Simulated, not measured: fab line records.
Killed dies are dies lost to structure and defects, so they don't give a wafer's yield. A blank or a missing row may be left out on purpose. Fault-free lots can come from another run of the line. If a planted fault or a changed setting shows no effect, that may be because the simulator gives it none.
Struck lot and sound lot, side by side    flow nand-harc    18 out of 1302 route steps
Sound: wafers L581.1, L581.4, L581.5. The struck wafers were L594.1, L594.3, L594.4. Last of all comes the cause.
At each step with rows: each side's tool, then ch and its chambers, then its first start. Under that, the readings that differ: sound wafers    struck wafers    difference of the means    sigmas: that difference in standard deviations of wafers without a fault.
alike: a reading whose means differ by less than 2 such deviations, as well as words and numbers matching on both sides. not compared: withheld readings; readings where some wafer has no value; bounds like >300 that might hide an equal value; numbers whose values overlap and for which the record gives no deviation.
Wherever a step has rows on one side only, a row that says differs or no value, or a row with sigmas, the two part there. Numbers that have no deviation but don't overlap get no sigmas and don't part them. Lack of a reading on every wafer of one side parts them only where that side has two or more wafers.

NHARC_P_GATE_CD_MEAS_46: target cd 720 nm.
  sound on cd-sem-03 ch 0, day 5 18:22; struck on cd-sem-02 ch 0, day 10 22:16
  alike: cd-nm
then, 1 step without rows for these wafers: NHARC_P_GATE_HARDBAKE_47 (time 80 s).
NHARC_P_GATE_DESCUM_48: chemistry O2, time 3 s.
  sound on rie-diel-05 ch 0,1,2, day 5 18:32; struck on rie-diel-04 ch 0,1,3, day 10 22:25
  alike: drypump-motor-current-A, oes-product-au, rf-vpp-V, showerhead-plenum-p-Torr, throttle-valve-pct
  not compared: rf-hours-counter-h
after that, 1 step had no rows for these wafers: NHARC_P_GATE_IMPLANT_49.
NHARC_P_GATE_STRIP_111: strips in N2/H2, time 250 s.
  sound on plasma-asher-02 ch 0,1, day 5 18:57; struck on plasma-asher-02 ch 0,1, day 10 22:50
  alike: drypump-motor-current-A, heater-power-w
  not compared: rf-hours-counter-h
NHARC_P_GATE_STRIP_75: strips in O2.
  sound on plasma-asher-02 ch 0,1, day 5 19:13; struck on plasma-asher-02 ch 0,1, day 10 23:06
  alike: drypump-motor-current-A, heater-power-w
  not compared: rf-hours-counter-h
then, 6 steps without rows for these wafers: NHARC_P_GATE_STRIP_50 (strips in SPM, time 900 s); NHARC_P_GATE_DEHYDRATE_51 (time 120 s); NHARC_P_GATE_HMDS_52 (time 30 s); NHARC_P_GATE_COAT_53; NHARC_P_GATE_SOFTBAKE_54 (time 95 s); NHARC_P_GATE_EBR_55.
NHARC_P_GATE_EXPOSE_56: exposes mask P PSD, target cd 720 nm.
  sound on krf-scanner-03 ch 0, day 5 19:58; struck on krf-scanner-03 ch 0, day 10 23:51
reading  sound                    struck                            difference  sigmas
mask     P_PSD#0 P_PSD#0 P_PSD#0  P_PSD_R1#0 P_PSD_R1#0 P_PSD_R1#0  differs     
  alike: stage-vel-mm-s
then, 2 steps without rows for these wafers: NHARC_P_GATE_PEB_57 (peb time 85 s); NHARC_P_GATE_DEVELOP_58 (time 70 s).
NHARC_P_GATE_CD_MEAS_59: target cd 720 nm.
  sound on cd-sem-01 ch 0, day 5 20:08; struck on cd-sem-01 ch 0, day 11 00:01
reading     sound              struck             difference  sigmas
cd-nm (nm)  719.6 720.4 718.3  711.3 712.0 713.3  -7.2        -5
then, 1 step without rows for these wafers: NHARC_P_GATE_HARDBAKE_60 (time 80 s).
-- record jumps: 19 days between struck wafers' starts before vs after; left off in module P_GATE, resumes in module END, first step shown is number 1302 of the route --
NHARC_END_SORT_01:
  sound on prober-01 ch 0, day 25 06:01; struck on prober-02 ch 0, day 30 00:26
reading          sound     struck    difference  sigmas
killed-at-array  19 23 17  86 66 88  +60         +3
killed-dies      25 28 19  91 71 94  +61         +3
  alike: killed-at-other, killed-at-periphery, killed-open, killed-short

WHERE THEY PART
Last at NHARC_END_SORT_01 as far as this record goes, first at NHARC_P_GATE_EXPOSE_56.

WHY: whatever the simulator had introduced
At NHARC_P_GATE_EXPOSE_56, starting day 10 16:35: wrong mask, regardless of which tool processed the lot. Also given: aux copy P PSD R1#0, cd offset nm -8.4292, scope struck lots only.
